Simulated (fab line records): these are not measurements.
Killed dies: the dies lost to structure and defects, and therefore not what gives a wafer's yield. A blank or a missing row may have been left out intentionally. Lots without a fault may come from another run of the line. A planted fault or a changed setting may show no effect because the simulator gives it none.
Split-lot trial | flow n5Finfet | route with 1938 steps; 7 lots, 21 wafers read

ABOUT THE SPLIT
At N5_MOL_CONTACT_COAG_EXPOSE_37 (exposes mask VD, defocus 0 nm), the setting doseMj was moved away from the recipe's 62 on 10 of the 21 wafers read, by -6.9% to +6.6%. The other wafers ran this setting at the recipe's value.

FROM THE SPLIT TO THE READING: what the file shows between them, 2 steps
- N5_MOL_CONTACT_COAG_PEB_38: peb time 60 s
- N5_MOL_CONTACT_COAG_DEVELOP_39: develop time 30 s

THE READING
cdNm, in nm, at N5_MOL_CONTACT_COAG_CD_MEAS_40 (target cd 25.1 nm). Typical for fault-free wafers on this fab line: 25.09 nm, with standard deviation 0.26 nm.

wafer  | tool, chamber at the split | doseMj as run | against the recipe | cdNm, nm | against lot-mates on the recipe
L080.3 | euvScanner-02, 0           | 64.64         | +4.3%              | 26.44    | +0.88
L080.5 | euvScanner-02, 0           | 64.64         | +4.3%              | 26.01    | +0.45
L080.6 | euvScanner-02, 0           | 62            | recipe             | 25.56    | -
L082.4 | euvScanner-02, 0           | 58.91         | -5.0%              | 24.13    | no lot-mate on the recipe
L082.5 | euvScanner-02, 0           | 58.91         | -5.0%              | 23.89    | no lot-mate on the recipe
L082.6 | euvScanner-02, 0           | 58.91         | -5.0%              | 23.66    | no lot-mate on the recipe
L083.3 | euvScanner-02, 0           | 59.18         | -4.5%              | 24.52    | -0.46
L083.4 | euvScanner-02, 0           | 62            | recipe             | 24.99    | -
L083.5 | euvScanner-02, 0           | 62            | recipe             | 24.97    | -
L084.1 | euvScanner-02, 0           | 62            | recipe             | 25.10    | -
L084.3 | euvScanner-02, 0           | 66.09         | +6.6%              | 26.17    | +1.18
L084.4 | euvScanner-02, 0           | 62            | recipe             | 24.88    | -
L086.1 | euvScanner-02, 0           | 57.71         | -6.9%              | 23.85    | -1.49
L086.4 | euvScanner-02, 0           | 57.71         | -6.9%              | 23.69    | -1.65
L086.6 | euvScanner-02, 0           | 62            | recipe             | 25.34    | -
L092.1 | euvScanner-02, 0           | 62            | recipe             | 24.93    | -
L092.3 | euvScanner-02, 0           | 65.06         | +4.9%              | 25.83    | +0.82
L092.4 | euvScanner-02, 0           | 62            | recipe             | 25.09    | -
L097.2 | euvScanner-01, 0           | 62            | recipe             | 25.13    | -
L097.4 | euvScanner-01, 0           | 62            | recipe             | 25.07    | -
L097.6 | euvScanner-01, 0           | 62            | recipe             | 24.86    | -

THE FIT
A straight line over all 21 wafers: cdNm changes by +0.2 nm for each +1% of doseMj; r = +0.95; the points scatter about the line by 0.25 nm.
The same after taking each lot's own level away (the mean of its wafers on the recipe; 18 wafers): +0.188 nm for each +1%; r = +0.97; scatter 0.18 nm.
The reading moves by 1.3 nm for the largest change in doseMj, on that fit.
From 24.980 to 25.560 nm: that is the span of the lots' own levels, equal to 2.2 times the standard deviation above.
Consequently the slope shifts little with the lot-to-lot level, the two slopes agreeing.
Check: with one of the wafers moved furthest among these (-6.9%) left out of the fit, the line predicts -1.27 nm for it against its lot-mates. It came out at -1.49 nm against them.

ADDITIONAL SPLITS CARRIED BY THESE WAFERS
These wafers also went through other splits before the reading. Each is held against what the fit with the lots' levels taken away leaves over:
other split on the same wafers      | wafers away from the commonest value | r with cdNm (lot level and that fit taken away)
N5_WELL_APT_COAT_02 spinRpm         | 9                                    | -0.20
N5_FIN_SAQP_PEB_14 pebTimeS         | 4                                    | -0.30
N5_DUMMY_GATE_COAT_28 spinRpm       | 6                                    | +0.31
N5_SD_EPI_N_EPI_21 timeS            | 3                                    | +0.06
N5_SDB_EXPOSE_08 doseMj             | 6                                    | -0.54
N5_SDB_ETCH_25 timeS                | 9                                    | +0.21
N5_SDB_CUT_ETCH_26 icpW             | 7                                    | +0.25
N5_HKMG_FIN_PEB_10 pebTimeS         | 6                                    | -0.35
N5_MOL_CONTACT_COAG_ETCH_105 biasW  | 6                                    | +0.41
N5_MOL_CONTACT_COAG_COAT_64 spinRpm | 8                                    | +0.00

FILE'S OWN FIT
cdNm changes by +0.179 nm for each +1% of doseMj, r = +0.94.
